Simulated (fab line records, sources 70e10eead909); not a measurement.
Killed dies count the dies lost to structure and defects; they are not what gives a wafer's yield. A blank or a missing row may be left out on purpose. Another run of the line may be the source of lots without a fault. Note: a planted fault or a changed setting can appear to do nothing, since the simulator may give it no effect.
The tool behind it: which one? -- flow nand harc -- 39 wafers from 13 lots sampled at 4 of the route's 1302 steps

WHAT THE GAUGES READ, wafer by wafer
NHARC_END_SORT_01. Usual: killed at array 53, standard deviation 18; killed at other 0.9, standard deviation 1.3; killed at periphery 4, standard deviation 3.1; killed dies 58, standard deviation 18; killed open 3.4, standard deviation 2; killed short 2.5, standard deviation 1.8.
lot,measured,on,killed at array,killed at other,killed at periphery,killed dies,killed open,killed short,flag
L414,day 29 11:55,prober-01,125 118 129,0 0 0,3 2 0,128 120 129,3 2 4,6 2 3,OFF

EACH LOT AND THE TOOL THAT RAN IT (in order: tool; ch and the chambers of the sampled wafers; start)
lot,NHARC_A_WL_FILL_ETCHBACK_05,NHARC_THIN_TSV_DESCUM_14,NHARC_THIN_TSV_PRE_CLEAN_54
L405,"rie metal-03 ch 0,1, day 20 06:01","rie diel-09 ch 1,2,3, day 23 13:34","pvd sputter-02, day 23 18:14"
L404,"rie metal-03 ch 0,1, day 20 22:59","rie diel-13 ch 0,2, day 24 06:14","pvd sputter-03, day 24 10:56"
L407,"rie metal-02 ch 0,1, day 21 12:40","rie diel-13 ch 0,1, day 24 17:20","pvd sputter-01, day 24 22:02"
L406,"rie metal-03 ch 0,1, day 21 16:44","rie diel-13 ch 0,2,3, day 25 07:00","pvd sputter-03, day 25 11:39"
L409,"rie metal-02 ch 0,1, day 21 20:10","rie diel-13 ch 1,2,3, day 25 01:38","pvd sputter-03, day 25 06:41"
L410,"rie metal-01 ch 0,1, day 22 16:11","rie diel-13 ch 2,3, day 25 21:38","pvd sputter-02, day 26 02:19"
L411,"rie metal-03 ch 0,1, day 23 21:06","rie diel-12 ch 0,1, day 27 07:50","pvd sputter-01, day 27 12:31"
L413,"rie metal-03 ch 0,1, day 24 09:18","rie diel-12 ch 1,2, day 27 17:07","pvd sputter-01, day 27 21:58"
L414,"rie metal-03 ch 0,1, day 25 02:35","rie diel-12 ch 0,2,3, day 28 18:53","pvd sputter-01, day 28 23:33"
L423,"rie metal-02 ch 0,1, day 28 13:05","rie diel-09 ch 0,3, day 32 02:34","pvd sputter-02, day 32 07:34"
L425,"rie metal-03 ch 0,1, day 28 23:05","rie diel-13 ch 1,2,3, day 32 12:09","pvd sputter-03, day 32 17:02"
L426,"rie metal-03 ch 0,1, day 29 12:35","rie diel-09 ch 1,2,3, day 32 17:37","pvd sputter-02, day 32 22:15"
L427,"rie metal-01 ch 0,1, day 30 05:44","rie diel-09 ch 1,2,3, day 33 11:24","pvd sputter-01, day 33 16:05"
- NHARC_A_WL_FILL_ETCHBACK_05: etches the open film in Cl2/BCl3, target depth 22 nm, time 60 s.
- NHARC_THIN_TSV_DESCUM_14: chemistry O2, time 3 s.
- NHARC_THIN_TSV_PRE_CLEAN_54: time 30 s.

AS READ BY THE TOOLS THEMSELVES (means over the sampled wafers that have a number; for cases with no such wafer, the mark the record gives instead)
NHARC_A_WL_FILL_ETCHBACK_05. Usual: chamber pressure mTorr 10.001 mTorr, standard deviation 0.009; drypump motor current A 5.8 A, standard deviation 0.34; oes product au 1.000 a.u., standard deviation 0.0064.
lot,tool,chamber pressure mTorr (mTorr),drypump motor current A (A),oes product au (a.u.),flag
L405,rie metal-03,10.006,6.2,0.997,
L404,rie metal-03,10.009,6.2,1.000,
L407,rie metal-02,10.005,5.6,1.004,
L406,rie metal-03,10.006,6.0,1.004,
L409,rie metal-02,9.998,5.6,0.997,
L410,rie metal-01,10.007,5.8,1.006,
L411,rie metal-03,10.001,6.2,0.987,
L413,rie metal-03,9.999,6.2,1.005,
L414,rie metal-03,10.002,6.2,0.999,
L423,rie metal-02,10.008,5.5,0.999,
L425,rie metal-03,10.004,6.0,0.998,
L426,rie metal-03,9.997,6.2,1.005,
L427,rie metal-01,10.005,5.7,1.002,

NHARC_THIN_TSV_DESCUM_14. Usual: chamber pressure mTorr 60.00 mTorr, standard deviation 0.055; drypump motor current A 5.7 A, standard deviation 0.38; oes product au 0.999 a.u., standard deviation 0.0078; rf vpp V 57.8 V, standard deviation 0.88; showerhead plenum p Torr 1.89 Torr, standard deviation 0.072; throttle valve pct 11.311 %, standard deviation 0.0092.
lot,tool,chamber pressure mTorr (mTorr),drypump motor current A (A),oes product au (a.u.),rf vpp V (V),showerhead plenum p Torr (Torr),throttle valve pct (%),flag
L405,rie diel-09,60.02,5.6,0.996,57.4,1.88,11.309,
L404,rie diel-13,60.00,6.0,0.989,58.0,1.89,11.300,
L407,rie diel-13,59.99,5.9,1.000,57.4,1.86,11.315,
L406,rie diel-13,59.96,5.8,0.991,58.1,1.90,11.306,
L409,rie diel-13,60.01,5.4,0.999,58.3,1.89,11.294,
L410,rie diel-13,59.99,5.5,0.989,58.3,1.93,11.311,
L411,rie diel-12,60.02,5.5,0.999,57.6,1.81,11.313,
L413,rie diel-12,59.96,5.4,0.994,57.9,1.95,11.308,
L414,rie diel-12,59.98,5.8,1.003,57.5,1.93,11.312,
L423,rie diel-09,60.01,5.8,0.998,58.2,1.92,11.310,
L425,rie diel-13,59.97,5.4,1.002,58.1,1.89,11.318,
L426,rie diel-09,59.99,5.6,0.996,58.0,1.88,11.308,
L427,rie diel-09,60.01,5.6,0.997,56.9,1.88,11.315,

NHARC_THIN_TSV_PRE_CLEAN_54. Usual: heater power w 436 W, standard deviation 37.
lot,tool,heater power w (W),flag
L405,pvd sputter-02,433,
L404,pvd sputter-03,415,
L407,pvd sputter-01,464,
L406,pvd sputter-03,428,
L409,pvd sputter-03,422,
L410,pvd sputter-02,411,
L411,pvd sputter-01,472,
L413,pvd sputter-01,486,
L414,pvd sputter-01,479,
L423,pvd sputter-02,448,
L425,pvd sputter-03,412,
L426,pvd sputter-02,437,
L427,pvd sputter-01,454,

THE ANSWER, worked out from the rows above alone
Rule: lot off if the mean of its wafers having a number is beyond 3 standard deviations from the usual mean. A lot without any number at a reading at which 4 lots or more have one is off too. The other lots that the step has rows for count as sound. The gauges are gone through in route order, then the tools' own readings, and for those a lot's mean is taken as printed above. At the first step where some lot is off, the reading lying furthest off is the one used; lots without a number count as furthest.
Off, at NHARC_END_SORT_01 on killed at array: L414. Neither off nor sound, because the step has no rows for them: L405, L404, L407, L406, L409, L410, L411, L413, L423, L425, L426, L427.
A tool fits if, at a process step before that reading, it ran every lot that is off, and no sound lot after the first of them. Those tools and the gauges at NHARC_END_SORT_01 are tried in the same way. Can't be told from this: 4 tools fit, rie metal-03 at NHARC_A_WL_FILL_ETCHBACK_05, rie diel-12 at NHARC_THIN_TSV_DESCUM_14, pvd sputter-01 at NHARC_THIN_TSV_PRE_CLEAN_54, prober-01 at NHARC_END_SORT_01.

WHAT HAD BEEN PUT IN BY THE SIMULATOR
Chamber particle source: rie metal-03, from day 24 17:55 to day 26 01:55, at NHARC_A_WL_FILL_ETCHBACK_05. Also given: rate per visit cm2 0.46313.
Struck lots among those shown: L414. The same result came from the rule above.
